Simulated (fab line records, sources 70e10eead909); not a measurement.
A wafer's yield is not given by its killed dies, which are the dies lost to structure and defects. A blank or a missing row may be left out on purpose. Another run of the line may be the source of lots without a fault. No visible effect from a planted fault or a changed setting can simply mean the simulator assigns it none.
The tool behind it: which one? + flow nand_harc + 24 lots, 72 wafers sampled, at 6 steps of a route of 1159

WHAT EACH GAUGE READ, for each wafer
NHARC_P_START_INSPECT_01. Usual: raw_defect_count 3.7, standard deviation 1.9.
| lot  | measured    | on                | raw_defect_count | flag |
|------|-------------|-------------------|------------------|------|
| L074 | day 1 12:02 | defect_inspect-02 | 2 2 5            |      |
| L075 | day 1 18:02 | defect_inspect-01 | 2 5 7            |      |
| L076 | day 2 00:02 | defect_inspect-01 | 5 2 4            |      |
| L077 | day 2 06:02 | defect_inspect-01 | 3 5 8            |      |
| L078 | day 2 12:02 | defect_inspect-01 | 6 3 3            |      |
| L079 | day 2 18:02 | defect_inspect-02 | 3 0 6            |      |
| L080 | day 3 00:02 | defect_inspect-01 | 4 4 4            |      |
| L081 | day 3 06:02 | defect_inspect-02 | 5 6 5            |      |
| L082 | day 3 12:02 | defect_inspect-02 | 3 2 3            |      |
| L083 | day 3 18:03 | defect_inspect-01 | 5 5 3            |      |
| L084 | day 4 00:02 | defect_inspect-02 | 1 2 3            |      |
| L085 | day 4 06:02 | defect_inspect-02 | 3 4 3            |      |
| L086 | day 4 12:02 | defect_inspect-02 | 4 3 7            |      |
| L087 | day 4 18:02 | defect_inspect-02 | 5 4 2            |      |
| L088 | day 5 00:02 | defect_inspect-02 | 6 4 2            |      |
| L089 | day 5 06:02 | defect_inspect-02 | 0 2 1            |      |
| L090 | day 5 12:03 | defect_inspect-01 | 7 3 7            |      |
| L091 | day 5 18:02 | defect_inspect-02 | 3 0 4            |      |
| L092 | day 6 00:02 | defect_inspect-01 | 5 5 3            |      |
| L093 | day 6 06:02 | defect_inspect-02 | 2 9 1            |      |
| L094 | day 6 12:02 | defect_inspect-02 | 5 8 5            |      |
| L095 | day 6 18:02 | defect_inspect-01 | 3 4 4            |      |
| L096 | day 7 00:02 | defect_inspect-01 | 3 6 3            |      |
| L097 | day 7 06:02 | defect_inspect-02 | 5 1 2            |      |

NHARC_P_CONTACT_OVL_MEAS_13. Usual: overlay_x_nm 0.1 nm, standard deviation 0.82; overlay_y_nm -0.1 nm, standard deviation 0.8.
| lot  | measured     | on         | overlay_x_nm (nm) | overlay_y_nm (nm) | flag |
|------|--------------|------------|-------------------|-------------------|------|
| L074 | day 5 05:49  | overlay-02 | -0.4 -0.5 -0.4    | 0.1 -0.2 -0.5     |      |
| L075 | day 5 18:06  | overlay-02 | 0.2 1.1 0.9       | -0.6 -0.3 -0.3    |      |
| L076 | day 6 07:35  | overlay-01 | 1.5 0.9 0.9       | 0.5 0.4 0.3       |      |
| L077 | day 6 07:52  | overlay-01 | -0.1 0.1 0.2      | -1.3 -0.7 -0.7    |      |
| L078 | day 6 06:58  | overlay-02 | 1.1 1.0 1.9       | 0.2 0.5 -0.1      |      |
| L079 | day 7 00:05  | overlay-01 | -0.2 -0.3 -0.4    | 0.5 0.6 0.4       |      |
| L080 | day 6 21:04  | overlay-02 | 0.5 0.7 0.3       | -0.7 -0.4 -0.2    |      |
| L081 | day 7 10:49  | overlay-01 | 0.0 0.1 -0.1      | 0.9 0.8 -0.8      |      |
| L082 | day 7 08:37  | overlay-02 | -0.3 -0.4 -0.3    | 0.1 0.6 0.8       |      |
| L083 | day 8 04:16  | overlay-01 | -1.7 -1.5 -1.2    | 0.9 0.8 0.5       |      |
| L084 | day 8 07:22  | overlay-02 | -1.8 -1.7 -1.2    | 0.2 -0.2 -0.8     |      |
| L085 | day 8 02:52  | overlay-02 | 0.2 0.0 0.0       | 0.3 0.3 1.0       |      |
| L086 | day 8 17:30  | overlay-02 | 0.8 1.1 0.8       | 0.7 0.5 0.4       |      |
| L087 | day 8 16:55  | overlay-01 | -0.6 -0.3 -0.4    | -0.1 0.3 0.4      |      |
| L088 | day 9 03:56  | overlay-02 | -0.5 -0.3 0.3     | -1.2 -1.5 -1.3    |      |
| L089 | day 9 00:14  | overlay-01 | -0.5 -0.5 -1.2    | 2.1 1.9 1.8       |      |
| L090 | day 9 15:31  | overlay-01 | 0.0 -0.1 -0.2     | -0.4 -1.0 -0.9    |      |
| L091 | day 9 15:58  | overlay-01 | 0.6 0.2 0.3       | -0.5 -0.1 -0.5    |      |
| L092 | day 10 03:14 | overlay-01 | -0.1 0.2 0.1      | -0.7 -0.5 -0.1    |      |
| L093 | day 10 08:22 | overlay-01 | 0.1 0.4 0.6       | -2.0 -1.7 -2.0    |      |
| L094 | day 10 16:29 | overlay-01 | -0.9 -1.2 -0.7    | -0.8 -1.2 -0.7    |      |
| L095 | day 10 23:50 | overlay-02 | 1.0 1.8 1.4       | -0.1 0.0 0.7      |      |
| L096 | day 10 22:32 | overlay-01 | 1.8 1.6 1.5       | 0.1 0.2 -0.2      |      |
| L097 | day 11 02:38 | overlay-02 | 0.6 0.7 1.1       | -0.8 -0.2 -0.5    |      |

NHARC_P_CONTACT_INSPECT_14. Usual: raw_defect_count 3.7, standard deviation 2.2.
| lot  | measured     | on                | raw_defect_count | flag |
|------|--------------|-------------------|------------------|------|
| L074 | day 5 05:52  | defect_inspect-01 | 4 0 3            |      |
| L075 | day 5 18:08  | defect_inspect-01 | 2 7 4            |      |
| L076 | day 6 07:37  | defect_inspect-01 | 2 3 5            |      |
| L077 | day 6 07:55  | defect_inspect-01 | 3 0 2            |      |
| L078 | day 6 07:00  | defect_inspect-02 | 5 3 5            |      |
| L079 | day 7 00:08  | defect_inspect-01 | 1 3 1            |      |
| L080 | day 6 21:06  | defect_inspect-02 | 4 0 3            |      |
| L081 | day 7 10:51  | defect_inspect-02 | 2 3 7            |      |
| L082 | day 7 08:38  | defect_inspect-02 | 2 4 3            |      |
| L083 | day 8 04:19  | defect_inspect-02 | 2 6 3            |      |
| L084 | day 8 07:25  | defect_inspect-01 | 4 1 3            |      |
| L085 | day 8 02:55  | defect_inspect-01 | 2 6 5            |      |
| L086 | day 8 17:32  | defect_inspect-01 | 5 1 0            |      |
| L087 | day 8 16:57  | defect_inspect-01 | 5 4 5            |      |
| L088 | day 9 03:59  | defect_inspect-02 | 4 3 3            |      |
| L089 | day 9 00:16  | defect_inspect-02 | 4 5 4            |      |
| L090 | day 9 15:32  | defect_inspect-02 | 4 8 6            |      |
| L091 | day 9 16:01  | defect_inspect-02 | 4 3 4            |      |
| L092 | day 10 03:16 | defect_inspect-01 | 8 4 4            |      |
| L093 | day 10 08:25 | defect_inspect-02 | 2 5 3            |      |
| L094 | day 10 16:31 | defect_inspect-02 | 4 7 13           |      |
| L095 | day 10 23:52 | defect_inspect-02 | 4 1 2            |      |
| L096 | day 10 22:35 | defect_inspect-01 | 3 4 3            |      |
| L097 | day 11 02:41 | defect_inspect-01 | 1 7 5            |      |

NHARC_P_M0_CD_MEAS_09: target cd 90 nm. Usual: cd_nm 90.2 nm, standard deviation 0.71.
| lot  | measured     | on        | cd_nm (nm)     | flag |
|------|--------------|-----------|----------------|------|
| L074 | day 5 10:04  | cd_sem-01 | 90.7 91.0 89.6 |      |
| L075 | day 6 05:33  | cd_sem-02 | 90.5 91.1 91.1 |      |
| L076 | day 6 19:34  | cd_sem-03 | 89.4 90.4 88.4 |      |
| L077 | day 6 19:44  | cd_sem-01 | 89.8 90.1 91.4 |      |
| L078 | day 6 18:59  | cd_sem-02 | 89.8 88.8 88.9 |      |
| L079 | day 7 05:11  | cd_sem-02 | 90.4 91.8 91.3 |      |
| L080 | day 7 04:40  | cd_sem-01 | 90.9 91.0 90.3 |      |
| L081 | day 7 18:03  | cd_sem-02 | 90.3 91.0 90.5 |      |
| L082 | day 7 14:31  | cd_sem-03 | 90.7 90.4 90.9 |      |
| L083 | day 8 09:25  | cd_sem-03 | 89.3 91.0 89.0 |      |
| L084 | day 8 11:22  | cd_sem-01 | 89.6 91.0 90.2 |      |
| L085 | day 8 08:44  | cd_sem-03 | 89.6 90.0 90.6 |      |
| L086 | day 8 21:43  | cd_sem-01 | 90.1 90.0 89.8 |      |
| L087 | day 8 20:52  | cd_sem-03 | 89.4 91.2 89.5 |      |
| L088 | day 9 08:31  | cd_sem-01 | 90.4 91.7 90.7 |      |
| L089 | day 9 08:08  | cd_sem-03 | 89.3 89.8 90.7 |      |
| L090 | day 10 02:59 | cd_sem-03 | 89.6 89.5 90.0 |      |
| L091 | day 10 03:08 | cd_sem-03 | 91.7 90.5 90.0 |      |
| L092 | day 10 10:16 | cd_sem-01 | 90.3 91.0 90.3 |      |
| L093 | day 10 14:35 | cd_sem-01 | 90.2 91.2 91.4 |      |
| L094 | day 10 20:36 | cd_sem-02 | 90.1 89.0 90.1 |      |
| L095 | day 11 10:34 | cd_sem-02 | 89.5 90.4 90.0 |      |
| L096 | day 11 09:18 | cd_sem-01 | 90.1 89.5 90.8 |      |
| L097 | day 11 10:43 | cd_sem-03 | 89.3 90.1 90.6 |      |

WHICH TOOL RAN EACH LOT (tool, then ch and the chambers of the sampled wafers, then the start)
| lot  | NHARC_P_CONTACT_ETCH_36                       | NHARC_P_CONTACT_DEGAS_38     |
|------|-----------------------------------------------|------------------------------|
| L074 | rie_diel-06 ch 0,1,2, day 5 07:38 or earlier  | pvd_sputter-03, day 5 07:38  |
| L075 | rie_diel-09 ch 0,2,3, day 5 19:48 or earlier  | pvd_sputter-02, day 5 19:48  |
| L076 | rie_diel-09 ch 1,2,3, day 6 09:16 or earlier  | pvd_sputter-02, day 6 09:16  |
| L077 | rie_diel-06 ch 0,1,3, day 6 09:35 or earlier  | pvd_sputter-03, day 6 09:35  |
| L078 | rie_diel-06 ch 0,1,2, day 6 08:42 or earlier  | pvd_sputter-01, day 6 08:42  |
| L079 | rie_diel-06 ch 1,2, day 7 02:13 or earlier    | pvd_sputter-01, day 7 02:13  |
| L080 | rie_diel-06 ch 2,3, day 6 23:01 or earlier    | pvd_sputter-02, day 6 23:01  |
| L081 | rie_diel-06 ch 1,2, day 7 12:41 or earlier    | pvd_sputter-02, day 7 12:41  |
| L082 | rie_diel-09 ch 0,2,3, day 7 10:19 or earlier  | pvd_sputter-01, day 7 10:19  |
| L083 | rie_diel-09 ch 1,2, day 8 05:59 or earlier    | pvd_sputter-02, day 8 05:59  |
| L084 | rie_diel-09 ch 1,2, day 8 09:04 or earlier    | pvd_sputter-03, day 8 09:04  |
| L085 | rie_diel-09 ch 0,2, day 8 04:33 or earlier    | pvd_sputter-03, day 8 04:33  |
| L086 | rie_diel-09 ch 0,2,3, day 8 19:24 or earlier  | pvd_sputter-02, day 8 19:24  |
| L087 | rie_diel-06 ch 2,3, day 8 18:36 or earlier    | pvd_sputter-03, day 8 18:36  |
| L088 | rie_diel-09 ch 0,1,3, day 9 05:38 or earlier  | pvd_sputter-03, day 9 05:38  |
| L089 | rie_diel-06 ch 1,2,3, day 9 01:56 or earlier  | pvd_sputter-01, day 9 01:56  |
| L090 | rie_diel-06 ch 0,1,3, day 9 17:12 or earlier  | pvd_sputter-03, day 9 17:12  |
| L091 | rie_diel-09 ch 0,2,3, day 9 18:07 or earlier  | pvd_sputter-01, day 9 18:07  |
| L092 | rie_diel-09 ch 0,1,2, day 10 05:08 or earlier | pvd_sputter-01, day 10 05:08 |
| L093 | rie_diel-09 ch 0,1,2, day 10 10:03 or earlier | pvd_sputter-02, day 10 10:03 |
| L094 | rie_diel-06 ch 1,2,3, day 10 18:11 or earlier | pvd_sputter-02, day 10 18:11 |
| L095 | rie_diel-09 ch 0,1,2, day 11 01:31 or earlier | pvd_sputter-01, day 11 01:31 |
| L096 | rie_diel-09 ch 0,1,2, day 11 00:16 or earlier | pvd_sputter-03, day 11 00:16 |
| L097 | rie_diel-09 ch 0,1,3, day 11 04:22 or earlier | pvd_sputter-03, day 11 04:22 |
- NHARC_P_CONTACT_ETCH_36: etches the open film in N2/H2, target depth 260 nm, time 406.25 s.
- NHARC_P_CONTACT_DEGAS_38: time 60 s.

WHAT THE TOOLS THEMSELVES READ (means of the sampled wafers that have a number; where no wafer has one, the mark that the record gives instead)
NHARC_P_CONTACT_ETCH_36. Usual: drypump_motor_current_A 5.8 A, standard deviation 0.33; h2_flow_sccm 150.0 sccm, standard deviation 0.41; oes_product_au 1.001 a.u., standard deviation 0.016; rf_vpp_V 429.7 V, standard deviation 1.7; showerhead_plenum_p_Torr 2.01 Torr, standard deviation 0.057; throttle_valve_pct 14.171 %, standard deviation 0.0093.
| lot  | tool        | drypump_motor_current_A (A) | h2_flow_sccm (sccm) | oes_product_au (a.u.) | rf_vpp_V (V) | showerhead_plenum_p_Torr (Torr) | throttle_valve_pct (%) | flag |
|------|-------------|-----------------------------|---------------------|-----------------------|--------------|---------------------------------|------------------------|------|
| L074 | rie_diel-06 | 5.5                         | 150.2               | 1.007                 | 432.2        | 2.08                            | 14.171                 |      |
| L075 | rie_diel-09 | 5.9                         | 150.0               | 0.996                 | 429.2        | 1.99                            | 14.163                 |      |
| L076 | rie_diel-09 | 5.8                         | 150.1               | 1.001                 | 429.6        | 2.01                            | 14.174                 |      |
| L077 | rie_diel-06 | 5.5                         | 149.8               | 0.998                 | 430.8        | 2.04                            | 14.173                 |      |
| L078 | rie_diel-06 | 5.5                         | 150.1               | 0.996                 | 430.9        | 2.08                            | 14.175                 |      |
| L079 | rie_diel-06 | 5.9                         | 150.0               | 1.007                 | 430.9        | 2.05                            | 14.170                 |      |
| L080 | rie_diel-06 | 5.8                         | 149.7               | 1.006                 | 429.4        | 1.99                            | 14.161                 |      |
| L081 | rie_diel-06 | 5.9                         | 149.6               | 1.015                 | 432.3        | 2.08                            | 14.175                 |      |
| L082 | rie_diel-09 | 5.9                         | 150.2               | 0.990                 | 429.0        | 1.99                            | 14.161                 |      |
| L083 | rie_diel-09 | 5.9                         | 150.3               | 1.003                 | 429.9        | 2.01                            | 14.179                 |      |
| L084 | rie_diel-09 | 5.8                         | 150.1               | 1.009                 | 429.9        | 2.01                            | 14.168                 |      |
| L085 | rie_diel-09 | 5.9                         | 149.7               | 0.996                 | 427.9        | 1.97                            | 14.178                 |      |
| L086 | rie_diel-09 | 5.9                         | 150.4               | 0.992                 | 429.8        | 1.99                            | 14.173                 |      |
| L087 | rie_diel-06 | 5.8                         | 149.8               | 1.007                 | 428.2        | 1.95                            | 14.172                 |      |
| L088 | rie_diel-09 | 5.8                         | 149.7               | 0.997                 | 429.4        | 1.99                            | 14.172                 |      |
| L089 | rie_diel-06 | 5.9                         | 150.4               | 1.012                 | 430.3        | 2.02                            | 14.176                 |      |
| L090 | rie_diel-06 | 5.6                         | 150.2               | 0.995                 | 429.9        | 2.04                            | 14.174                 |      |
| L091 | rie_diel-09 | 5.9                         | 150.1               | 0.996                 | 429.1        | 1.99                            | 14.172                 |      |
| L092 | rie_diel-09 | 5.8                         | 150.0               | 1.008                 | 429.0        | 1.99                            | 14.172                 |      |
| L093 | rie_diel-09 | 5.8                         | 150.3               | 1.003                 | 428.8        | 1.99                            | 14.176                 |      |
| L094 | rie_diel-06 | 5.9                         | 150.3               | 1.017                 | 429.4        | 2.01                            | 14.170                 |      |
| L095 | rie_diel-09 | 5.8                         | 149.8               | 1.001                 | 428.7        | 1.99                            | 14.170                 |      |
| L096 | rie_diel-09 | 5.9                         | 149.9               | 0.996                 | 429.3        | 1.99                            | 14.171                 |      |
| L097 | rie_diel-09 | 5.8                         | 149.8               | 0.989                 | 429.8        | 1.99                            | 14.164                 |      |

NHARC_P_CONTACT_DEGAS_38. Usual: heater_power_w 485 W, standard deviation 51.
| lot  | tool           | heater_power_w (W) | flag |
|------|----------------|--------------------|------|
| L074 | pvd_sputter-03 | 497                |      |
| L075 | pvd_sputter-02 | 465                |      |
| L076 | pvd_sputter-02 | 434                |      |
| L077 | pvd_sputter-03 | 494                |      |
| L078 | pvd_sputter-01 | 521                |      |
| L079 | pvd_sputter-01 | 414                |      |
| L080 | pvd_sputter-02 | 440                |      |
| L081 | pvd_sputter-02 | 480                |      |
| L082 | pvd_sputter-01 | 532                |      |
| L083 | pvd_sputter-02 | 456                |      |
| L084 | pvd_sputter-03 | 481                |      |
| L085 | pvd_sputter-03 | 512                |      |
| L086 | pvd_sputter-02 | 485                |      |
| L087 | pvd_sputter-03 | 459                |      |
| L088 | pvd_sputter-03 | 492                |      |
| L089 | pvd_sputter-01 | 492                |      |
| L090 | pvd_sputter-03 | 510                |      |
| L091 | pvd_sputter-01 | 545                |      |
| L092 | pvd_sputter-01 | 475                |      |
| L093 | pvd_sputter-02 | 438                |      |
| L094 | pvd_sputter-02 | 452                |      |
| L095 | pvd_sputter-01 | 441                |      |
| L096 | pvd_sputter-03 | 510                |      |
| L097 | pvd_sputter-03 | 502                |      |

THE ANSWER, worked out from the rows above alone
Rule: a lot is off if the mean of its wafers that have a number lies more than 3 standard deviations from the usual mean. Also off: a lot with no number at a reading for which 4 or more lots have one. All remaining lots with rows at the step are treated as sound. Order of review: gauges by route order, followed by the tools' own readings, for which a lot's mean as printed above is used. The first step at which some lot is off is used, and at that step the reading that is off furthest; a lot without a number counts as furthest.
No lot is off at any reading shown: from this, nothing can be told.

WHAT THE SIMULATOR HAD INSERTED
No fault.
